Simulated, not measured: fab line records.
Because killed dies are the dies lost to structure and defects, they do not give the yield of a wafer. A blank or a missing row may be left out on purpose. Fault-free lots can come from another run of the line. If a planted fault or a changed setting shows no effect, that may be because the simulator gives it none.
Split-lot study :: flow n5_finfet :: 21 wafers read from 7 lots, route of 1938 steps

SPLIT DETAILS
At N5_BEOL_M0_SAQP_EXPOSE_37 (exposes mask M0 CUT1, target cd 30 nm), the setting dose_mj was moved away from the recipe's 44.75 on 5 of the 21 wafers read, by -6.7% to -3.6%. All remaining wafers had this setting at the recipe value.

FROM THE SPLIT TO THE READING: what the file shows between them, 2 steps
- N5_BEOL_M0_SAQP_PEB_38: peb time 60 s
- N5_BEOL_M0_SAQP_DEVELOP_39: develop time 30 s

THE READING
At N5_BEOL_M0_SAQP_CD_MEAS_40: cd_nm in nanometres, against a target cd of 30 nm. Fault-free wafers of this fab line usually give 29.96 nm, standard deviation 0.23 nm.

wafer: L074.3
tool, chamber at the split: euv_scanner-02, 0
dose_mj as run: 41.74
against the recipe: -6.7%
cd_nm, nm: 28.08
against lot-mates on the recipe: -1.64

wafer: L074.4
tool, chamber at the split: euv_scanner-02, 0
dose_mj as run: 44.75
against the recipe: recipe
cd_nm, nm: 29.64
against lot-mates on the recipe: -

wafer: L074.6
tool, chamber at the split: euv_scanner-02, 0
dose_mj as run: 44.75
against the recipe: recipe
cd_nm, nm: 29.79
against lot-mates on the recipe: -

wafer: L078.1
tool, chamber at the split: euv_scanner-01, 0
dose_mj as run: 44.75
against the recipe: recipe
cd_nm, nm: 29.71
against lot-mates on the recipe: -

wafer: L078.2
tool, chamber at the split: euv_scanner-01, 0
dose_mj as run: 42.54
against the recipe: -4.9%
cd_nm, nm: 28.54
against lot-mates on the recipe: -1.09

wafer: L078.4
tool, chamber at the split: euv_scanner-01, 0
dose_mj as run: 44.75
against the recipe: recipe
cd_nm, nm: 29.56
against lot-mates on the recipe: -

wafer: L083.4
tool, chamber at the split: euv_scanner-02, 0
dose_mj as run: 44.75
against the recipe: recipe
cd_nm, nm: 30.18
against lot-mates on the recipe: -

wafer: L083.5
tool, chamber at the split: euv_scanner-02, 0
dose_mj as run: 44.75
against the recipe: recipe
cd_nm, nm: 30.14
against lot-mates on the recipe: -

wafer: L083.6
tool, chamber at the split: euv_scanner-02, 0
dose_mj as run: 44.75
against the recipe: recipe
cd_nm, nm: 30.17
against lot-mates on the recipe: -

wafer: L087.2
tool, chamber at the split: euv_scanner-02, 0
dose_mj as run: 44.75
against the recipe: recipe
cd_nm, nm: 30.05
against lot-mates on the recipe: -

wafer: L087.3
tool, chamber at the split: euv_scanner-02, 0
dose_mj as run: 44.75
against the recipe: recipe
cd_nm, nm: 29.91
against lot-mates on the recipe: -

wafer: L087.6
tool, chamber at the split: euv_scanner-02, 0
dose_mj as run: 44.75
against the recipe: recipe
cd_nm, nm: 29.83
against lot-mates on the recipe: -

wafer: L089.2
tool, chamber at the split: euv_scanner-02, 0
dose_mj as run: 44.75
against the recipe: recipe
cd_nm, nm: 29.99
against lot-mates on the recipe: -

wafer: L089.3
tool, chamber at the split: euv_scanner-02, 0
dose_mj as run: 43.12
against the recipe: -3.6%
cd_nm, nm: 29.21
against lot-mates on the recipe: -0.78

wafer: L089.4
tool, chamber at the split: euv_scanner-02, 0
dose_mj as run: 43.12
against the recipe: -3.6%
cd_nm, nm: 29.35
against lot-mates on the recipe: -0.64

wafer: L091.2
tool, chamber at the split: euv_scanner-01, 0
dose_mj as run: 44.75
against the recipe: recipe
cd_nm, nm: 29.93
against lot-mates on the recipe: -

wafer: L091.3
tool, chamber at the split: euv_scanner-01, 0
dose_mj as run: 41.85
against the recipe: -6.5%
cd_nm, nm: 28.79
against lot-mates on the recipe: -1.07

wafer: L091.4
tool, chamber at the split: euv_scanner-01, 0
dose_mj as run: 44.75
against the recipe: recipe
cd_nm, nm: 29.78
against lot-mates on the recipe: -

wafer: L096.1
tool, chamber at the split: euv_scanner-01, 0
dose_mj as run: 44.75
against the recipe: recipe
cd_nm, nm: 30.10
against lot-mates on the recipe: -

wafer: L096.4
tool, chamber at the split: euv_scanner-01, 0
dose_mj as run: 44.75
against the recipe: recipe
cd_nm, nm: 30.00
against lot-mates on the recipe: -

wafer: L096.6
tool, chamber at the split: euv_scanner-01, 0
dose_mj as run: 44.75
against the recipe: recipe
cd_nm, nm: 30.12
against lot-mates on the recipe: -

THE FIT
A straight line over all 21 wafers: cd_nm changes by +0.229 nm for each +1% of dose_mj; r = +0.93; the points scatter about the line by 0.22 nm.
The same after taking each lot's own level away (the mean of its wafers on the recipe; 21 wafers): +0.206 nm for each +1%; r = +0.98; scatter 0.11 nm.
According to that fit, moving dose_mj by its largest amount changes the reading by 1.4 nm.
The span of the lots' own levels, 29.635 to 30.163 nm, comes to 2.3 times the standard deviation stated above.
So the lot-to-lot level changes the slope: the two fits differ.
Check: with one of the wafers moved furthest among these (-6.7%) left out of the fit, the line predicts -1.26 nm for it against its lot-mates. It came out at -1.64 nm against them.

OTHER SPLITS ON THESE WAFERS
Other splits were also applied to these wafers ahead of the reading. Each is held against what the fit with the lots' levels taken away leaves over:
other split on the same wafers: N5_ILD0_CMP_03 down_force_psi
wafers away from the commonest value: 5
r with cd_nm (lot level and that fit taken away): -0.08

other split on the same wafers: N5_HKMG_FIN_COAT_43 spin_rpm
wafers away from the commonest value: 8
r with cd_nm (lot level and that fit taken away): -0.15

other split on the same wafers: N5_MOL_CONTACT_COAG_PECVD_31 temp_c
wafers away from the commonest value: 3
r with cd_nm (lot level and that fit taken away): +0.41

other split on the same wafers: N5_MOL_CONTACT_COAG_COAT_76 spin_rpm
wafers away from the commonest value: 5
r with cd_nm (lot level and that fit taken away): +0.07

other split on the same wafers: N5_BEOL_M0_SAQP_SPACER2_ALD_26 target_thk_a
wafers away from the commonest value: 4
r with cd_nm (lot level and that fit taken away): -0.03

THE WHOLE CHAIN: every reading that the file lists as answering this split, in the file's order
step: N5_BEOL_M0_SAQP_CD_MEAS_40
what it does: target cd 30 nm
reading: cd_nm
change (the file's fit): +0.207 nm for each +1% of the setting
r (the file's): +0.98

step: N5_BEOL_M0_SAQP_DESCUM_45
what it does: chemistry O2, time 7 s
reading: BEOL_M0_SAQP.cd_nm (the simulator's own value, which no gauge read)
change (the file's fit): +0.21 nm for each +1% of the setting
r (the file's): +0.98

step: N5_BEOL_M0_SAQP_CUT_ETCH_46
what it does: etches SOC in N2/H2, target depth 135 nm, overetch 27 nm, time 202.5 s
reading: BEOL_M0_SAQP.cd_nm (the simulator's own value, which no gauge read)
change (the file's fit): +0.2 nm for each +1% of the setting
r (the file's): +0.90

step: N5_BEOL_M0_SAQP_ETCH_49
what it does: etches SiO2 in CF4/O2, target depth 37 nm
reading: BEOL_M0_SAQP.cd_nm (the simulator's own value, which no gauge read)
change (the file's fit): +0.184 nm for each +1% of the setting
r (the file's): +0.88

FILE'S OWN FIT
cd_nm changes by +0.207 nm for each +1% of dose_mj, r = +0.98.
